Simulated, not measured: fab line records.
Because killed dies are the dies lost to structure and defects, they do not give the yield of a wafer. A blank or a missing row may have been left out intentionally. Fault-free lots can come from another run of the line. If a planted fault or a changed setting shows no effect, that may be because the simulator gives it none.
Matching of chambers	flow n5Finfet	pecvd-02 running N5_BEOL_M4_ILD_DEP_00: 3 sister chambers
The step deposits SiOC from DEMS/O2, target thk 79 nm, time 15.3 s. 24 wafers are shown with their chamber, then 11 later ones without.

== WAFERS WITH THEIR CHAMBER ==
wafer	chamber	throttleValvePct (%)	heaterPowerW (W)	chamberPressureTorr (Torr)
L077.1	2	12.2	533	4.994
L077.2	1	11.8	501	5.001
L077.5	2	12.2	534	4.992
L076.2	2	12.3	537	4.996
L076.5	1	12.2	593	5.010
L076.6	2	12.4	554	5.003
L078.1	1	12.2	596	4.999
L078.2	2	12.2	559	5.009
L078.6	0	13.6	490	4.991
L080.1	0	13.9	494	5.009
L080.3	2	12.1	498	5.026
L080.5	1	11.9	586	4.996
L079.1	2	12.1	598	4.990
L079.4	0	13.7	472	4.989
L079.5	2	12.1	589	4.991
L082.1	0	13.6	500	4.975
L082.2	1	12.3	528	5.006
L082.6	0	13.9	490	4.991
L085.3	0	13.7	492	5.006
L085.6	2	12.3	479	5.009
L086.1	1	12.3	600	5.008
L086.2	0	13.7	471	4.981
L086.5	1	12.1	593	4.991
L087.1	2	12.4	560	4.985

SIGNATURES (averages over the wafers above)
reading	chamber 0	chamber 1	chamber 2	scatter within a chamber
throttleValvePct	13.729	12.114	12.230	0.145
heaterPowerW	487.00	571.00	544.10	32.6
chamberPressureTorr	4.99171	5.00157	4.99950	0.011
Rule: for each reading, subtract the chamber's mean from the wafer's reading, divide by that reading's scatter and square the result; add these up over the readings and take the root, which gives the wafer's distance from the chamber. The wafer belongs to the nearest chamber; if the next one is less than 2 further off, it can't be placed. The scatter: the root of (the sum of the squares of (reading less its chamber's mean) over the shown wafers, divided by (wafers less chambers)).

== WAFERS WITHOUT THEIR CHAMBER ==
wafer	throttleValvePct (%)	heaterPowerW (W)	chamberPressureTorr (Torr)
L087.4	14.0	479	4.990
L087.6	12.3	607	4.981
L088.1	12.1	535	4.994
L088.3	12.5	592	4.999
L088.6	13.7	528	4.995
L090.2	13.7	418	5.007
L090.5	12.2	566	5.031
L090.6	12.3	537	5.000
L096.3	12.4	536	4.993
L096.5	12.3	553	5.003
L096.6	12.0	553	4.998

== THE CHAMBER EACH PASSED THROUGH ==
wafer	from the rows above	in truth
L087.4	0	0
L087.6	can't be placed: 1 or 2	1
L088.1	can't be placed: 2 or 1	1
L088.3	can't be placed: 2 or 1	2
L088.6	0	0
L090.2	0	0
L090.5	can't be placed: 1 or 2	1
L090.6	can't be placed: 2 or 1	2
L096.3	can't be placed: 2 or 1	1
L096.5	can't be placed: 2 or 1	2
L096.6	can't be placed: 1 or 2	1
Correctly placed: 3 of 11. These rows do not allow placing 8 (true chamber among the candidates in 8). Placed wrongly: 0.
